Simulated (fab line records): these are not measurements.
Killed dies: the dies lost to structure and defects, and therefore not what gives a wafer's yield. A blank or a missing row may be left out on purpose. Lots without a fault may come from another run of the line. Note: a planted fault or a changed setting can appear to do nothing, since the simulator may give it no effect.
Split-lot trial    flow n5Finfet    on a route of 1938 steps: 7 lots, 21 wafers read

== ON THE SPLIT ==
At N5_BEOL_M10_COAT_63 (time 60 s, resist thk 100 nm), the setting spinRpm was moved away from the recipe's 1500 rpm on 8 of the 21 wafers read, by -8.0% to +7.2%. The other wafers ran this setting at the recipe's value.

== FROM THE SPLIT TO THE READING: what the file shows between them, 7 steps ==
- N5_BEOL_M10_PEB_26: peb time 60 s (also split here: pebTimeS)
- N5_BEOL_M10_DEVELOP_27: develop time 30 s
- N5_BEOL_M10_CD_MEAS_28: target cd 70 nm
- N5_BEOL_M10_DESCUM_33: chemistry O2, time 7.9 s
- N5_BEOL_M10_ETCH_65: etches SiARC in CF4, target depth 39 nm, time 65 s
- N5_BEOL_M10_ETCH_66: etches SOC in N2/H2, target depth 120 nm, overetch 24 nm, time 180 s
- N5_BEOL_M10_STRIP_69: strips in N2/H2

== THE READING ==
SOC_of_BEOL_M10_COAT_63.thkNm (the simulator's own value, which no gauge read), in nm, at N5_BEOL_M10_VIA_ETCH_34 (etches SiCOH lowk in C4F6/O2, target depth 184.5 nm, time 69.2 s). The file does not state a usual value for it. Here, 13 wafers ran the recipe; their average is 92.1 nm with a standard deviation of 0.21 nm.

wafer   tool, chamber at the split  spinRpm as run, rpm  against the recipe  SOC_of_BEOL_M10_COAT_63.thkNm, nm  against lot-mates on the recipe
L075.2  lithoTrack-04, 0            1500                 recipe              92                                 -
L075.3  lithoTrack-04, 0            1594                 +6.3%               89.4                               -2.7
L075.5  lithoTrack-04, 0            1500                 recipe              92.2                               -
L077.1  lithoTrack-04, 0            1500                 recipe              92.4                               -
L077.2  lithoTrack-04, 0            1435                 -4.3%               94.4                               +2.2
L077.3  lithoTrack-04, 0            1500                 recipe              92                                 -
L081.3  lithoTrack-03, 0            1585                 +5.7%               89.4                               -2.4
L081.5  lithoTrack-03, 0            1500                 recipe              91.8                               -
L081.6  lithoTrack-03, 0            1585                 +5.7%               89.6                               -2.2
L085.1  lithoTrack-03, 0            1500                 recipe              92                                 -
L085.4  lithoTrack-03, 0            1500                 recipe              92                                 -
L085.3  lithoTrack-03, 0            1380                 -8.0%               96.4                               +4.4
L090.2  lithoTrack-05, 0            1500                 recipe              92.4                               -
L090.4  lithoTrack-05, 0            1500                 recipe              92.2                               -
L090.6  lithoTrack-05, 0            1500                 recipe              92                                 -
L092.1  lithoTrack-04, 0            1500                 recipe              91.6                               -
L092.4  lithoTrack-04, 0            1608                 +7.2%               88.6                               -3.2
L092.6  lithoTrack-04, 0            1500                 recipe              92                                 -
L097.1  lithoTrack-04, 0            1608                 +7.2%               88.8                               -3.4
L097.3  lithoTrack-04, 0            1608                 +7.2%               88.8                               -3.4
L097.2  lithoTrack-04, 0            1500                 recipe              92.2                               -

FIT RESULTS
A straight line over all 21 wafers: SOC_of_BEOL_M10_COAT_63.thkNm changes by -0.482 nm for each +1% of spinRpm; r = -0.99; the points scatter about the line by 0.23 nm.
The same after taking each lot's own level away (the mean of its wafers on the recipe; 21 wafers): -0.475 nm for each +1%; r = -0.99; scatter 0.22 nm.
Per that fit: largest spinRpm move, reading shift of 3.8 nm.
The span of the lots' own levels, 91.80 to 92.20 nm, comes to 1.9 times the standard deviation stated above.
Hence the lot-to-lot level has little effect on the slope; both slopes agree.
Check: for one of the wafers moved furthest among these (-8.0%), held out of the fit, the line's prediction against its lot-mates is +3.65 nm. It came out at +4.4 nm against them.

== FURTHER SPLITS ON THESE WAFERS ==
Other splits were also applied to these wafers ahead of the reading. Each is held against what the fit with the lots' levels taken away leaves over:
other split on the same wafers   wafers away from the commonest value  r with SOC_of_BEOL_M10_COAT_63.thkNm (lot level and that fit taken away)
N5_BEOL_M7_TRENCH_ETCH_37 biasW  6                                     -0.18
N5_BEOL_M8_DESCUM_33 timeS       9                                     -0.13
N5_BEOL_M8_TRENCH_ETCH_37 biasW  4                                     +0.15
N5_BEOL_M9_ETCH_66 timeS         10                                    -0.01
N5_BEOL_M10_PEB_26 pebTimeS      6                                     +0.11

== THE WHOLE CHAIN: every reading that the file lists as answering this split, in the file's order ==
step                     what it does                                                          reading                                                                         change (the file's fit)                r (the file's)
N5_BEOL_M10_COAT_63      time 60 s, resist thk 100 nm                                          SOC_of_BEOL_M10_COAT_63.thkNm (the simulator's own value, which no gauge read)  -0.484 nm for each +1% of the setting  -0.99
N5_BEOL_M10_ETCH_66      etches SOC in N2/H2, target depth 120 nm, overetch 24 nm, time 180 s  etch.depthNm (the simulator's own value, which no gauge read)                   -0.486 nm for each +1% of the setting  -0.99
N5_BEOL_M10_VIA_ETCH_34  etches SiCOH lowk in C4F6/O2, target depth 184.5 nm, time 69.2 s      SOC_of_BEOL_M10_COAT_63.thkNm (the simulator's own value, which no gauge read)  -0.474 nm for each +1% of the setting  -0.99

== THE FILE'S OWN FIT ==
SOC_of_BEOL_M10_COAT_63.thkNm changes by -0.474 nm for each +1% of spinRpm, r = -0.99.
